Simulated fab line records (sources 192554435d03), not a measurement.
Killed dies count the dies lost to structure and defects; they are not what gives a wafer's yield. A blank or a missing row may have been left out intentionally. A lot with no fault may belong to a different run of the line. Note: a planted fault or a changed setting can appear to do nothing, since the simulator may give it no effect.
Matching of chambers | flow n5 finfet | N5_BEOL_M3_ETCH_77 on rie diel-03 has 4 sister chambers
The step etches underlayer in N2/H2, target depth 6.5 nm, time 5.2 s. 8 wafers are shown with their chamber, then 8 later ones without.

== WAFERS, EACH WITH ITS CHAMBER ==
wafer  | chamber | showerhead plenum p Torr (Torr) | throttle valve pct (%)
L078.1 | 3       | 2.64                            | 18.02
L081.3 | 0       | 2.67                            | 18.01
L081.6 | 3       | 2.64                            | 18.02
L083.1 | 2       | 2.42                            | 17.98
L088.2 | 0       | 2.67                            | 18.02
L088.4 | 2       | 2.41                            | 17.98
L088.5 | 1       | 2.52                            | 18.33
L089.2 | 1       | 2.52                            | 18.36

== WAFERS WITHOUT THEIR CHAMBER ==
wafer  | showerhead plenum p Torr (Torr) | throttle valve pct (%)
L089.4 | 2.41                            | 17.99
L089.5 | 2.41                            | 18.03
L090.1 | 2.52                            | 18.34
L090.4 | 2.63                            | 18.05
L090.5 | 2.63                            | 18.04
L092.1 | 2.41                            | 18.02
L092.2 | 2.52                            | 18.35
L092.5 | 2.41                            | 17.99

== WHICH CHAMBER EACH ONE RAN IN ==
wafer  | from the rows above | in truth
L089.4 | 2                   | 2
L089.5 | 2                   | 2
L090.1 | 1                   | 1
L090.4 | 3                   | 3
L090.5 | 3                   | 3
L092.1 | 2                   | 2
L092.2 | 1                   | 1
L092.5 | 2                   | 2
Correct placement for 8 of the 8. Left unplaced by these rows: 0. Placed wrongly: 0.
How it was worked out, from the rows above alone: a wafer's distance from a chamber is the root of the sum, over the readings, of the square of ((its reading less the chamber's mean) divided by the reading's scatter). If the next closest chamber is less than 2 further off than the closest, the wafer can't be placed; otherwise it belongs to the closest. Each chamber's mean is taken over the wafers shown for it. The scatter: take each reading less its chamber's mean, square it, sum over the shown wafers, divide by the number of wafers less the number of chambers, and take the root.
